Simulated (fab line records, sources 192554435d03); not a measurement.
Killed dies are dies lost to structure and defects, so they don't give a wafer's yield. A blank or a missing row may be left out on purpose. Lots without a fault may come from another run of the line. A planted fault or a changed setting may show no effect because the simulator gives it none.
Chamber matching | flow n5_finfet | N5_GATE_CUT_HM_DEP_46 on pecvd-01: 3 sister chambers
The step deposits SiO2 from TEOS/O2, target thk 130 nm, time 26.6 s. 3 wafers are shown with their chamber, then 9 later ones without.

WAFERS WITH THEIR CHAMBER
wafer  | chamber | throttle_valve_pct (%)
L084.1 | 1       | 19.3
L084.2 | 0       | 17.9
L084.5 | 2       | 17.6

WAFERS WITHOUT THEIR CHAMBER
wafer  | throttle_valve_pct (%)
L086.2 | 17.8
L086.4 | 17.6
L086.6 | 17.6
L094.1 | 18.1
L094.2 | 17.5
L094.3 | 19.5
L096.2 | 18.0
L096.3 | 17.9
L096.5 | 17.7

WHICH CHAMBER EACH WENT THROUGH
wafer  | from the rows above     | in truth
L086.2 | can't be placed: 0 or 2 | 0
L086.4 | 2                       | 2
L086.6 | 2                       | 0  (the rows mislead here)
L094.1 | 0                       | 0
L094.2 | 2                       | 2
L094.3 | 1                       | 1
L096.2 | 0                       | 0
L096.3 | 0                       | 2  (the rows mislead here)
L096.5 | can't be placed: 2 or 0 | 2
Placed correctly: 5 of 9. Can't be placed from these rows: 2 (the true chamber is among the candidates in 2). Placed wrongly: 2.
How it was worked out, from the rows above alone: a wafer's distance from a chamber is the root of the sum, over the readings, of the square of ((its reading less the chamber's mean) divided by the reading's scatter). The wafer belongs to the nearest chamber; if the next one is less than 2 further off, it can't be placed. A chamber's mean is the mean of its shown wafers. The scatter: with one shown wafer a chamber, the root of the mean of the squares of how far each hidden wafer lies from its nearest shown one.
